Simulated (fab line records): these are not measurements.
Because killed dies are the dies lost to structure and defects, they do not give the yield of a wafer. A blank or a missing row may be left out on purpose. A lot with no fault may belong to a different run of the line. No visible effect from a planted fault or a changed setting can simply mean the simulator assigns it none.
Split-lot experiment | flow n5Finfet | on a route of 1938 steps: 7 lots, 21 wafers read

== SPLIT DETAILS ==
At N5_WELL_APT_COAT_02 (resist thk 950 nm), the setting spinRpm was moved away from the recipe's 1357 rpm on 5 of the 21 wafers read, by -11.1% to +8.2%. This setting was run at the recipe's value on the other wafers.

The reading is taken at the split's own step.

== THE READING ==
coat_of_WELL_APT_COAT_02.thkNm (the simulator's own value, which no gauge read), in nm, at N5_WELL_APT_COAT_02 (resist thk 950 nm). No usual value for it is given in the file. The 16 wafers here that ran the recipe average 947.6 nm, standard deviation 1.4 nm.

wafer  | tool, chamber at the split | spinRpm as run, rpm | against the recipe | coat_of_WELL_APT_COAT_02.thkNm, nm | against lot-mates on the recipe
L076.3 | lithoTrack-05, 0           | 1357                | recipe             | 948.4                              | -
L076.4 | lithoTrack-05, 0           | 1357                | recipe             | 946.1                              | -
L076.5 | lithoTrack-05, 0           | 1357                | recipe             | 947.8                              | -
L079.1 | lithoTrack-04, 0           | 1357                | recipe             | 948.5                              | -
L079.5 | lithoTrack-04, 0           | 1357                | recipe             | 947                                | -
L079.6 | lithoTrack-04, 0           | 1468                | +8.2%              | 912.7                              | -35.0
L086.1 | lithoTrack-05, 0           | 1357                | recipe             | 946.5                              | -
L086.4 | lithoTrack-05, 0           | 1206                | -11.1%             | 1005                               | +59.2
L086.6 | lithoTrack-05, 0           | 1357                | recipe             | 945                                | -
L087.4 | lithoTrack-05, 0           | 1357                | recipe             | 950                                | -
L087.5 | lithoTrack-05, 0           | 1424                | +4.9%              | 927                                | -22.8
L087.6 | lithoTrack-05, 0           | 1357                | recipe             | 949.6                              | -
L088.1 | lithoTrack-04, 0           | 1431                | +5.5%              | 922.7                              | -25.0
L088.5 | lithoTrack-04, 0           | 1357                | recipe             | 947.1                              | -
L088.6 | lithoTrack-04, 0           | 1357                | recipe             | 948.2                              | -
L096.1 | lithoTrack-04, 0           | 1456                | +7.3%              | 913.8                              | -34.1
L096.2 | lithoTrack-04, 0           | 1357                | recipe             | 946.9                              | -
L096.6 | lithoTrack-04, 0           | 1357                | recipe             | 948.9                              | -
L097.1 | lithoTrack-05, 0           | 1357                | recipe             | 947                                | -
L097.3 | lithoTrack-05, 0           | 1357                | recipe             | 945.5                              | -
L097.6 | lithoTrack-05, 0           | 1357                | recipe             | 949.3                              | -

THE FIT
A straight line over all 21 wafers: coat_of_WELL_APT_COAT_02.thkNm changes by -4.76 nm for each +1% of spinRpm; r = -0.99; the points scatter about the line by 1.9 nm.
The same after taking each lot's own level away (the mean of its wafers on the recipe; 21 wafers): -4.88 nm for each +1%; r = -1.00; scatter 1.8 nm.
The reading moves by 54 nm for the largest change in spinRpm, on that fit.
Measured against the standard deviation above, the lots' own levels, which go from 945.75 to 949.80 nm, span 2.9 times it.
Consequently the slope shifts little with the lot-to-lot level, the two slopes agreeing.
Check: with one of the wafers moved furthest among these (-11.1%) left out of the fit, the line predicts +50 nm for it against its lot-mates. Against them it came out at +59.2 nm.

== THE FILE'S OWN FIT ==
coat_of_WELL_APT_COAT_02.thkNm changes by -4.84 nm for each +1% of spinRpm, r = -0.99.
